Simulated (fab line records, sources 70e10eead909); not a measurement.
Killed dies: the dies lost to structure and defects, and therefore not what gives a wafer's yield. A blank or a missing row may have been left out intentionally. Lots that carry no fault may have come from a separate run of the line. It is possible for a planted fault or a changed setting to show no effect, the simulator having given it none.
Matching of chambers | flow nandHarc | rieDiel-07 running NHARC_A_STAIRCASE_TRIM_12: 4 sister chambers
The step chemistry O2, time 211.2 s. 8 wafers are shown with their chamber, then 8 later ones without.

## EACH WAFER AND ITS CHAMBER
wafer  | chamber | drypumpMotorCurrentA (A) | showerheadPlenumPTorr (Torr)
L078.5 | 1       | 6.3                      | 3.60
L086.1 | 0       | 4.9                      | 3.45
L086.2 | 2       | 5.2                      | 3.74
L092.1 | 1       | 6.2                      | 3.58
L092.4 | 0       | 4.9                      | 3.44
L091.2 | 2       | 5.2                      | 3.74
L091.5 | 3       | 5.6                      | 3.29
L093.1 | 3       | 5.5                      | 3.28

## WAFERS WITHOUT THEIR CHAMBER
wafer  | drypumpMotorCurrentA (A) | showerheadPlenumPTorr (Torr)
L093.3 | 6.3                      | 3.58
L093.4 | 5.1                      | 3.73
L095.1 | 5.1                      | 3.73
L095.4 | 5.6                      | 3.28
L095.5 | 5.1                      | 3.73
L097.3 | 6.3                      | 3.57
L097.5 | 5.2                      | 3.72
L097.6 | 5.6                      | 3.28

## WHICH CHAMBER EACH ONE RAN IN
wafer  | from the rows above | in truth
L093.3 | 1                   | 1
L093.4 | 2                   | 2
L095.1 | 2                   | 2
L095.4 | 3                   | 3
L095.5 | 2                   | 2
L097.3 | 1                   | 1
L097.5 | 2                   | 2
L097.6 | 3                   | 3
Correct placement for 8 of the 8. From these rows, 0 cannot be placed. 0 placed wrongly.
How it was worked out, from the rows above alone: a wafer's distance from a chamber is the root of the sum, over the readings, of the square of ((its reading less the chamber's mean) divided by the reading's scatter). The wafer belongs to the nearest chamber; if the next one is less than 2 further off, it can't be placed. For every chamber, the mean is computed from those of its wafers that are shown. The scatter: the root of (the sum of the squares of (reading less its chamber's mean) over the shown wafers, divided by (wafers less chambers)).
